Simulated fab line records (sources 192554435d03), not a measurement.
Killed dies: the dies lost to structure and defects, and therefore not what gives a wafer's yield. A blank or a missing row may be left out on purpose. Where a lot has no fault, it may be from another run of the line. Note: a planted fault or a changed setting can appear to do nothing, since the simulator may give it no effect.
What tool caused it? + flow n5-finfet + 24 lots, 72 wafers sampled, at 6 steps of a route of 1938

== WHAT THE GAUGES SHOWED, per wafer ==
N5_BEOL_M4_OVL_MEAS_29. Usual: V3_OVL -0.8 nm, standard deviation 0.59.
| lot  | measured     | on         | V3_OVL (nm)    | flag |
|------|--------------|------------|----------------|------|
| L074 | day 7 19:32  | overlay-02 | -0.6 0.5 0.9   |      |
| L075 | day 8 02:01  | overlay-02 | 0.1 -0.9 0.3   |      |
| L076 | day 8 02:58  | overlay-01 | -1.1 -0.7 -1.1 |      |
| L077 | day 8 04:44  | overlay-01 | -1.2 -1.6 -1.2 |      |
| L078 | day 8 08:43  | overlay-01 | -0.9 -0.5 -0.6 |      |
| L079 | day 8 16:53  | overlay-02 | 0.3 -0.5 -1.1  |      |
| L080 | day 8 21:41  | overlay-02 | -0.5 -0.1 0.0  |      |
| L081 | day 9 04:23  | overlay-01 | -0.7 -0.7 -0.6 |      |
| L082 | day 9 15:28  | overlay-01 | -1.3 -1.0 -1.5 |      |
| L083 | day 9 21:26  | overlay-02 | -0.7 0.2 0.0   |      |
| L084 | day 10 02:08 | overlay-01 | -1.5 -0.8 -1.5 |      |
| L085 | day 10 05:18 | overlay-01 | -1.2 -1.0 -1.5 |      |
| L086 | day 10 08:23 | overlay-01 | -1.5 -1.4 -1.1 |      |
| L087 | day 11 02:01 | overlay-01 | -1.1 -0.2 -1.3 |      |
| L090 | day 11 11:13 | overlay-02 | -0.6 0.1 -0.3  |      |
| L088 | day 11 13:10 | overlay-01 | -1.1 -1.9 -1.6 |      |
| L089 | day 11 17:07 | overlay-02 | -1.0 -1.0 -0.9 |      |
| L091 | day 11 20:28 | overlay-02 | -1.1 0.3 -1.0  |      |
| L092 | day 11 22:10 | overlay-02 | -0.8 -0.9 -1.4 |      |
| L093 | day 12 06:56 | overlay-02 | -0.7 -0.6 -0.5 |      |
| L094 | day 12 08:01 | overlay-02 | -0.9 -0.5 -0.4 |      |
| L095 | day 12 20:29 | overlay-01 | -1.2 -0.7 0.8  |      |
| L096 | day 13 13:56 | overlay-02 | -0.3 -0.3 -0.7 |      |
| L097 | day 13 16:22 | overlay-01 | -1.1 -1.0 -1.0 |      |

N5_BEOL_M4_RS_MEAS_58: uses a four-point probe to measure. Usual: M4_RS 0.68 ohm/sq, standard deviation 0.033.
| lot  | measured     | on            | M4_RS (ohm/sq) | flag |
|------|--------------|---------------|----------------|------|
| L074 | day 8 01:16  | film-metro-01 | 0.67 0.62 0.67 |      |
| L075 | day 8 07:10  | film-metro-02 | 0.62 0.71 0.64 |      |
| L076 | day 8 09:52  | film-metro-01 | 0.66 0.63 0.61 |      |
| L077 | day 8 15:51  | film-metro-01 | 0.67 0.63 0.62 |      |
| L078 | day 9 01:17  | film-metro-01 | 0.63 0.65 0.65 |      |
| L079 | day 9 03:18  | film-metro-01 | 0.75 0.67 0.69 |      |
| L080 | day 9 07:55  | film-metro-02 | 0.70 0.70 0.66 |      |
| L081 | day 9 16:46  | film-metro-02 | 0.71 0.68 0.71 |      |
| L082 | day 10 01:11 | film-metro-01 | 0.70 0.71 0.63 |      |
| L083 | day 10 03:46 | film-metro-01 | 0.74 0.74 0.64 |      |
| L084 | day 10 10:26 | film-metro-01 | 0.73 0.63 0.71 |      |
| L085 | day 10 16:44 | film-metro-01 | 0.66 0.67 0.69 |      |
| L086 | day 10 19:21 | film-metro-02 | 0.80 0.65 0.68 |      |
| L087 | day 11 10:07 | film-metro-02 | 0.65 0.70 0.70 |      |
| L090 | day 11 17:50 | film-metro-02 | 0.66 0.71 0.70 |      |
| L088 | day 11 21:39 | film-metro-01 | 0.65 0.75 0.65 |      |
| L089 | day 12 00:56 | film-metro-01 | 0.66 0.70 0.68 |      |
| L091 | day 12 01:04 | film-metro-01 | 0.66 0.68 0.63 |      |
| L092 | day 12 07:56 | film-metro-01 | 0.68 0.68 0.68 |      |
| L093 | day 12 17:22 | film-metro-01 | 0.69 0.64 0.74 |      |
| L094 | day 12 21:01 | film-metro-01 | 0.70 0.67 0.69 |      |
| L095 | day 13 06:37 | film-metro-01 | 0.71 0.71 0.72 |      |
| L096 | day 13 22:42 | film-metro-01 | 0.71 0.68 0.69 |      |
| L097 | day 14 01:42 | film-metro-02 | 0.67 0.67 0.70 |      |

== EACH LOT AND THE TOOL THAT RAN IT (in order: tool; ch and the chambers of the sampled wafers; start) ==
| lot  | N5_BEOL_M4_TRENCH_ETCH_37                     | N5_BEOL_M4_ANNEAL_49         | N5_BEOL_M4_PRE_CLEAN_60          | N5_BEOL_M4_DEP_57               |
|------|-----------------------------------------------|------------------------------|----------------------------------|---------------------------------|
| L074 | rie-diel-06 ch 0,2, day 7 22:30 or earlier    | pvd-sputter-03, day 7 22:30  | cvd-co-01 ch 0,1, day 8 01:02    | pecvd-02 ch 1,2, day 8 01:11    |
| L075 | rie-diel-05 ch 0,2,3, day 8 04:26 or earlier  | pvd-sputter-02, day 8 04:26  | cvd-co-02 ch 0,1,2, day 8 06:57  | pecvd-02 ch 0,1,2, day 8 07:07  |
| L076 | rie-diel-02 ch 1,2,3, day 8 07:07 or earlier  | pvd-sputter-01, day 8 07:07  | cvd-co-01 ch 1,2, day 8 09:38    | pecvd-04 ch 0,1, day 8 09:47    |
| L077 | rie-diel-06 ch 0,1,2, day 8 13:04 or earlier  | pvd-sputter-02, day 8 13:04  | cvd-co-02 ch 1,2, day 8 15:38    | pecvd-02 ch 0,1, day 8 15:47    |
| L078 | rie-diel-06 ch 0,1,2, day 8 22:34 or earlier  | pvd-sputter-03, day 8 22:34  | cvd-co-01 ch 0,2, day 9 01:04    | pecvd-03 ch 0,1, day 9 01:14    |
| L079 | rie-diel-05 ch 0,3, day 9 00:35 or earlier    | pvd-sputter-02, day 9 00:35  | cvd-co-01 ch 0,1, day 9 03:05    | pecvd-03 ch 0,1, day 9 03:14    |
| L080 | rie-diel-06 ch 0,1,3, day 9 05:11 or earlier  | pvd-sputter-03, day 9 05:11  | cvd-co-02 ch 0,2, day 9 07:41    | pecvd-04 ch 1,2, day 9 07:50    |
| L081 | rie-diel-05 ch 0,2,3, day 9 14:02 or earlier  | pvd-sputter-02, day 9 14:02  | cvd-co-01 ch 0,2, day 9 16:32    | pecvd-03 ch 0,1,2, day 9 16:42  |
| L082 | rie-diel-06 ch 1,3, day 9 22:11 or earlier    | pvd-sputter-03, day 9 22:11  | cvd-co-02 ch 0,1,2, day 10 00:58 | pecvd-04 ch 1,2, day 10 01:07   |
| L083 | rie-diel-06 ch 0,3, day 10 00:44 or earlier   | pvd-sputter-01, day 10 00:44 | cvd-co-02 ch 0,1, day 10 03:30   | pecvd-03 ch 0,2, day 10 03:40   |
| L084 | rie-diel-06 ch 2,3, day 10 07:36 or earlier   | pvd-sputter-01, day 10 07:36 | cvd-co-01 ch 1,2, day 10 10:13   | pecvd-02 ch 0,1,2, day 10 10:23 |
| L085 | rie-diel-02 ch 0,2,3, day 10 13:37 or earlier | pvd-sputter-02, day 10 13:37 | cvd-co-02 ch 0,1,2, day 10 16:30 | pecvd-03 ch 1,2, day 10 16:40   |
| L086 | rie-diel-05 ch 0,1,3, day 10 16:37 or earlier | pvd-sputter-03, day 10 16:37 | cvd-co-02 ch 0,2, day 10 19:08   | pecvd-04 ch 0,2, day 10 19:17   |
| L087 | rie-diel-02 ch 1,2, day 11 07:22 or earlier   | pvd-sputter-03, day 11 07:22 | cvd-co-01 ch 0,1, day 11 09:52   | pecvd-02 ch 0,1, day 11 10:02   |
| L090 | rie-diel-05 ch 0,1, day 11 15:06 or earlier   | pvd-sputter-02, day 11 15:06 | cvd-co-01 ch 0,2, day 11 17:37   | pecvd-04 ch 0,1,2, day 11 17:46 |
| L088 | rie-diel-05 ch 0,2,3, day 11 18:47 or earlier | pvd-sputter-02, day 11 18:47 | cvd-co-02 ch 0,1,2, day 11 21:17 | pecvd-04 ch 1,2, day 11 21:27   |
| L089 | rie-diel-02 ch 1,2, day 11 22:12 or earlier   | pvd-sputter-03, day 11 22:12 | cvd-co-02 ch 0,2, day 12 00:43   | pecvd-04 ch 1,2, day 12 00:52   |
| L091 | rie-diel-02 ch 0,1, day 11 22:20 or earlier   | pvd-sputter-02, day 11 22:20 | cvd-co-01 ch 0,2, day 12 00:51   | pecvd-03 ch 1,2, day 12 01:00   |
| L092 | rie-diel-02 ch 1,2, day 12 05:12 or earlier   | pvd-sputter-03, day 12 05:12 | cvd-co-02 ch 0,1,2, day 12 07:43 | pecvd-03 ch 0,1,2, day 12 07:52 |
| L093 | rie-diel-05 ch 1,2,3, day 12 14:38 or earlier | pvd-sputter-01, day 12 14:38 | cvd-co-01 ch 0,1,2, day 12 17:08 | pecvd-03 ch 0,1, day 12 17:18   |
| L094 | rie-diel-02 ch 0,3, day 12 18:10 or earlier   | pvd-sputter-03, day 12 18:10 | cvd-co-02 ch 0,1, day 12 20:47   | pecvd-04 ch 0,2, day 12 20:56   |
| L095 | rie-diel-05 ch 0,2,3, day 13 03:41 or earlier | pvd-sputter-01, day 13 03:41 | cvd-co-01 ch 0,1, day 13 06:23   | pecvd-04 ch 1,2, day 13 06:32   |
| L096 | rie-diel-05 ch 1,3, day 13 19:59 or earlier   | pvd-sputter-02, day 13 19:59 | cvd-co-01 ch 0,2, day 13 22:29   | pecvd-02 ch 1,2, day 13 22:38   |
| L097 | rie-diel-02 ch 1,2, day 13 22:55 or earlier   | pvd-sputter-03, day 13 22:55 | cvd-co-01 ch 0,1,2, day 14 01:29 | pecvd-02 ch 1,2, day 14 01:38   |
- N5_BEOL_M4_TRENCH_ETCH_37: etches SiOC in C4F6/O2, target depth 55.555 nm, time 29.2 s.
- N5_BEOL_M4_ANNEAL_49: time 240 s.
- N5_BEOL_M4_PRE_CLEAN_60: time 15 s.
- N5_BEOL_M4_DEP_57: deposits SiCN from 3MS/NH3, target thk 8 nm, time 14 s.

== AS READ BY THE TOOLS THEMSELVES (means over the sampled wafers that have a number; for cases with no such wafer, the mark the record gives instead) ==
N5_BEOL_M4_TRENCH_ETCH_37. Usual: drypump-motor-current-A 5.8 A, standard deviation 0.6; oes-product-au 0.79 a.u., standard deviation 0.081; rf-fwd-power-W 349.6 W, standard deviation 1.7; rf-vpp-V 658 V, standard deviation 11; showerhead-plenum-p-Torr 2.80 Torr, standard deviation 0.083; throttle-valve-pct 20.79 %, standard deviation 0.26.
| lot  | tool        | drypump-motor-current-A (A) | oes-product-au (a.u.) | rf-fwd-power-W (W) | rf-vpp-V (V) | showerhead-plenum-p-Torr (Torr) | throttle-valve-pct (%) | flag |
|------|-------------|-----------------------------|-----------------------|--------------------|--------------|---------------------------------|------------------------|------|
| L074 | rie-diel-06 | 5.8                         | 0.86                  | 347.0              | 647          | 2.77                            | 20.96                  |      |
| L075 | rie-diel-05 | 5.8                         | 0.77                  | 350.4              | 664          | 2.78                            | 20.65                  |      |
| L076 | rie-diel-02 | 5.9                         | 0.79                  | 349.5              | 657          | 2.80                            | 20.80                  |      |
| L077 | rie-diel-06 | 5.7                         | 0.88                  | 347.4              | 652          | 2.84                            | 20.87                  |      |
| L078 | rie-diel-06 | 5.7                         | 0.86                  | 348.0              | 653          | 2.84                            | 20.86                  |      |
| L079 | rie-diel-05 | 5.3                         | 0.80                  | 351.8              | 658          | 2.77                            | 20.49                  |      |
| L080 | rie-diel-06 | 5.8                         | 0.80                  | 348.1              | 657          | 2.89                            | 20.94                  |      |
| L081 | rie-diel-05 | 5.8                         | 0.75                  | 349.5              | 664          | 2.78                            | 20.67                  |      |
| L082 | rie-diel-06 | 6.3                         | 0.79                  | 348.4              | 659          | 2.97                            | 20.86                  |      |
| L083 | rie-diel-06 | 6.0                         | 0.71                  | 349.1              | 654          | 2.86                            | 21.13                  |      |
| L084 | rie-diel-06 | 6.4                         | 0.77                  | 348.7              | 653          | 2.89                            | 20.97                  |      |
| L085 | rie-diel-02 | 5.7                         | 0.76                  | 349.9              | 660          | 2.79                            | 20.93                  |      |
| L086 | rie-diel-05 | 5.8                         | 0.81                  | 350.7              | 660          | 2.77                            | 20.64                  |      |
| L087 | rie-diel-02 | 6.0                         | 0.78                  | 349.8              | 647          | 2.77                            | 20.78                  |      |
| L090 | rie-diel-05 | 6.1                         | 0.79                  | 349.0              | 657          | 2.74                            | 20.72                  |      |
| L088 | rie-diel-05 | 5.8                         | 0.74                  | 350.6              | 664          | 2.77                            | 20.69                  |      |
| L089 | rie-diel-02 | 6.0                         | 0.78                  | 349.9              | 647          | 2.77                            | 20.79                  |      |
| L091 | rie-diel-02 | 5.2                         | 0.84                  | 350.8              | 662          | 2.77                            | 20.62                  |      |
| L092 | rie-diel-02 | 6.0                         | 0.78                  | 350.8              | 647          | 2.77                            | 20.80                  |      |
| L093 | rie-diel-05 | 5.9                         | 0.78                  | 351.0              | 671          | 2.79                            | 20.73                  |      |
| L094 | rie-diel-02 | 5.6                         | 0.93                  | 351.3              | 670          | 2.80                            | 20.77                  |      |
| L095 | rie-diel-05 | 5.8                         | 0.73                  | 350.1              | 663          | 2.77                            | 20.70                  |      |
| L096 | rie-diel-05 | 5.4                         | 0.80                  | 352.2              | 664          | 2.78                            | 20.61                  |      |
| L097 | rie-diel-02 | 6.0                         | 0.76                  | 350.2              | 646          | 2.76                            | 20.83                  |      |

N5_BEOL_M4_ANNEAL_49. Usual: heater-power-w 851 W, standard deviation 69.
| lot  | tool           | heater-power-w (W) | flag |
|------|----------------|--------------------|------|
| L074 | pvd-sputter-03 | 841                |      |
| L075 | pvd-sputter-02 | 873                |      |
| L076 | pvd-sputter-01 | 804                |      |
| L077 | pvd-sputter-02 | 913                |      |
| L078 | pvd-sputter-03 | 831                |      |
| L079 | pvd-sputter-02 | 877                |      |
| L080 | pvd-sputter-03 | 848                |      |
| L081 | pvd-sputter-02 | 911                |      |
| L082 | pvd-sputter-03 | 803                |      |
| L083 | pvd-sputter-01 | 824                |      |
| L084 | pvd-sputter-01 | 806                |      |
| L085 | pvd-sputter-02 | 908                |      |
| L086 | pvd-sputter-03 | 837                |      |
| L087 | pvd-sputter-03 | 842                |      |
| L090 | pvd-sputter-02 | 913                |      |
| L088 | pvd-sputter-02 | 912                |      |
| L089 | pvd-sputter-03 | 860                |      |
| L091 | pvd-sputter-02 | 829                |      |
| L092 | pvd-sputter-03 | 829                |      |
| L093 | pvd-sputter-01 | 789                |      |
| L094 | pvd-sputter-03 | 841                |      |
| L095 | pvd-sputter-01 | 814                |      |
| L096 | pvd-sputter-02 | 922                |      |
| L097 | pvd-sputter-03 | 816                |      |

N5_BEOL_M4_PRE_CLEAN_60. Usual: heater-power-w 88 W, standard deviation 32; rf-fwd-power-W 296.6 W, standard deviation 1.4.
| lot  | tool      | heater-power-w (W) | rf-fwd-power-W (W) | flag |
|------|-----------|--------------------|--------------------|------|
| L074 | cvd-co-01 | 101                | 296.1              |      |
| L075 | cvd-co-02 | 92                 | 297.7              |      |
| L076 | cvd-co-01 | 84                 | 296.5              |      |
| L077 | cvd-co-02 | 83                 | 297.4              |      |
| L078 | cvd-co-01 | 62                 | 297.6              |      |
| L079 | cvd-co-01 | 103                | 294.8              |      |
| L080 | cvd-co-02 | 65                 | 297.7              |      |
| L081 | cvd-co-01 | 64                 | 295.6              |      |
| L082 | cvd-co-02 | 95                 | 295.8              |      |
| L083 | cvd-co-02 | 121                | 296.4              |      |
| L084 | cvd-co-01 | 85                 | 297.8              |      |
| L085 | cvd-co-02 | 94                 | 296.9              |      |
| L086 | cvd-co-02 | 65                 | 297.3              |      |
| L087 | cvd-co-01 | 104                | 295.2              |      |
| L090 | cvd-co-01 | 64                 | 296.6              |      |
| L088 | cvd-co-02 | 94                 | 297.2              |      |
| L089 | cvd-co-02 | 67                 | 297.5              |      |
| L091 | cvd-co-01 | 64                 | 296.5              |      |
| L092 | cvd-co-02 | 93                 | 297.4              |      |
| L093 | cvd-co-01 | 83                 | 295.8              |      |
| L094 | cvd-co-02 | 104                | 296.7              |      |
| L095 | cvd-co-01 | 104                | 295.7              |      |
| L096 | cvd-co-01 | 65                 | 296.6              |      |
| L097 | cvd-co-01 | 84                 | 296.6              |      |

N5_BEOL_M4_DEP_57. Usual: rf-fwd-power-W 199.1 W, standard deviation 0.9; showerhead-plenum-p-Torr 3.671 Torr, standard deviation 0.017; throttle-valve-pct 8.9 %, standard deviation 0.3.
| lot  | tool     | rf-fwd-power-W (W) | showerhead-plenum-p-Torr (Torr) | throttle-valve-pct (%) | flag |
|------|----------|--------------------|---------------------------------|------------------------|------|
| L074 | pecvd-02 | 197.9              | 3.659                           | 9.0                    |      |
| L075 | pecvd-02 | 198.4              | 3.649                           | 8.9                    |      |
| L076 | pecvd-04 | 199.8              | 3.685                           | 9.3                    |      |
| L077 | pecvd-02 | 198.5              | 3.644                           | 8.7                    |      |
| L078 | pecvd-03 | 199.9              | 3.676                           | 8.7                    |      |
| L079 | pecvd-03 | 198.9              | 3.675                           | 8.7                    |      |
| L080 | pecvd-04 | 199.7              | 3.670                           | 9.1                    |      |
| L081 | pecvd-03 | 200.0              | 3.682                           | 8.6                    |      |
| L082 | pecvd-04 | 199.4              | 3.672                           | 9.1                    |      |
| L083 | pecvd-03 | 198.5              | 3.693                           | 8.8                    |      |
| L084 | pecvd-02 | 199.2              | 3.658                           | 8.9                    |      |
| L085 | pecvd-03 | 199.6              | 3.686                           | 8.7                    |      |
| L086 | pecvd-04 | 198.6              | 3.664                           | 8.9                    |      |
| L087 | pecvd-02 | 199.1              | 3.645                           | 8.9                    |      |
| L090 | pecvd-04 | 199.0              | 3.673                           | 9.2                    |      |
| L088 | pecvd-04 | 199.7              | 3.680                           | 9.4                    |      |
| L089 | pecvd-04 | 198.7              | 3.681                           | 9.3                    |      |
| L091 | pecvd-03 | 199.7              | 3.684                           | 8.6                    |      |
| L092 | pecvd-03 | 199.7              | 3.682                           | 8.8                    |      |
| L093 | pecvd-03 | 199.0              | 3.675                           | 8.7                    |      |
| L094 | pecvd-04 | 199.7              | 3.661                           | 8.9                    |      |
| L095 | pecvd-04 | 198.3              | 3.675                           | 9.1                    |      |
| L096 | pecvd-02 | 198.0              | 3.649                           | 8.8                    |      |
| L097 | pecvd-02 | 198.2              | 3.652                           | 8.8                    |      |

== THE ANSWER, worked out from the rows above alone ==
Rule: a lot is off if the mean of its wafers that have a number lies more than 3 standard deviations from the usual mean. Also off: a lot with no number at a reading for which 4 or more lots have one. The other lots that the step has rows for count as sound. The gauges are gone through in route order, then the tools' own readings, and for those a lot's mean is taken as printed above. The first step at which some lot is off is used, and at that step the reading that is off furthest; a lot without a number counts as furthest.
No lot is off at any reading shown: from this, nothing can be told.

== WHAT THE SIMULATOR HAD INSERTED ==
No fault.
